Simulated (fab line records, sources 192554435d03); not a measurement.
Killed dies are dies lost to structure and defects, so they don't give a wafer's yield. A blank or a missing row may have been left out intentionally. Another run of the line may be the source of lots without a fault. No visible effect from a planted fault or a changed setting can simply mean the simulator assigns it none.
Chamber matching :: flow n5_finfet :: 3 sister chambers for N5_BEOL_M11_ILD_DEP_00 on pecvd-01
The step deposits SiCOH lowk from DEMS/porogen, target thk 308.51 nm, time 58 s. 6 wafers are shown with their chamber, then 10 later ones without.

== WAFERS PAIRED WITH THEIR CHAMBERS ==
wafer: L078.3
chamber: 1
throttle_valve_pct (%): 12.4
showerhead_vpp_V (V): 1251

wafer: L081.2
chamber: 1
throttle_valve_pct (%): 12.2
showerhead_vpp_V (V): 1261

wafer: L076.4
chamber: 2
throttle_valve_pct (%): 13.6
showerhead_vpp_V (V): 1373

wafer: L076.6
chamber: 0
throttle_valve_pct (%): 13.8
showerhead_vpp_V (V): 1402

wafer: L088.2
chamber: 0
throttle_valve_pct (%): 14.0
showerhead_vpp_V (V): 1426

wafer: L088.3
chamber: 2
throttle_valve_pct (%): 13.2
showerhead_vpp_V (V): 1389

== WAFERS WHOSE CHAMBER IS MISSING ==
wafer: L088.6
throttle_valve_pct (%): 12.4
showerhead_vpp_V (V): 1264

wafer: L095.2
throttle_valve_pct (%): 13.8
showerhead_vpp_V (V): 1410

wafer: L095.5
throttle_valve_pct (%): 13.7
showerhead_vpp_V (V): 1407

wafer: L095.6
throttle_valve_pct (%): 12.6
showerhead_vpp_V (V): 1314

wafer: L094.1
throttle_valve_pct (%): 13.9
showerhead_vpp_V (V): 1394

wafer: L094.3
throttle_valve_pct (%): 12.4
showerhead_vpp_V (V): 1271

wafer: L094.4
throttle_valve_pct (%): 12.6
showerhead_vpp_V (V): 1303

wafer: L093.2
throttle_valve_pct (%): 13.8
showerhead_vpp_V (V): 1362

wafer: L093.4
throttle_valve_pct (%): 13.8
showerhead_vpp_V (V): 1404

wafer: L093.6
throttle_valve_pct (%): 13.6
showerhead_vpp_V (V): 1376

== THE CHAMBER EACH PASSED THROUGH ==
wafer: L088.6
from the rows above: 1
in truth: 1

wafer: L095.2
from the rows above: 0
in truth: 0

wafer: L095.5
from the rows above: can't be placed: 0 or 2
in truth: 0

wafer: L095.6
from the rows above: can't be placed: 1 or 2
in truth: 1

wafer: L094.1
from the rows above: can't be placed: 0 or 2
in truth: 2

wafer: L094.3
from the rows above: 1
in truth: 1

wafer: L094.4
from the rows above: 1
in truth: 1

wafer: L093.2
from the rows above: can't be placed: 2 or 0
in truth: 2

wafer: L093.4
from the rows above: can't be placed: 0 or 2
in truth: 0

wafer: L093.6
from the rows above: 2
in truth: 2
5 of 10 placed correctly. Unplaceable from these rows: 5, with the true chamber sitting among the candidates in 5. 0 placed wrongly.
How it was worked out, from the rows above alone: a wafer's distance from a chamber is the root of the sum, over the readings, of the square of ((its reading less the chamber's mean) divided by the reading's scatter). If the next closest chamber is less than 2 further off than the closest, the wafer can't be placed; otherwise it belongs to the closest. Each chamber's mean is taken over the wafers shown for it. The scatter: the root of (the sum of the squares of (reading less its chamber's mean) over the shown wafers, divided by (wafers less chambers)).
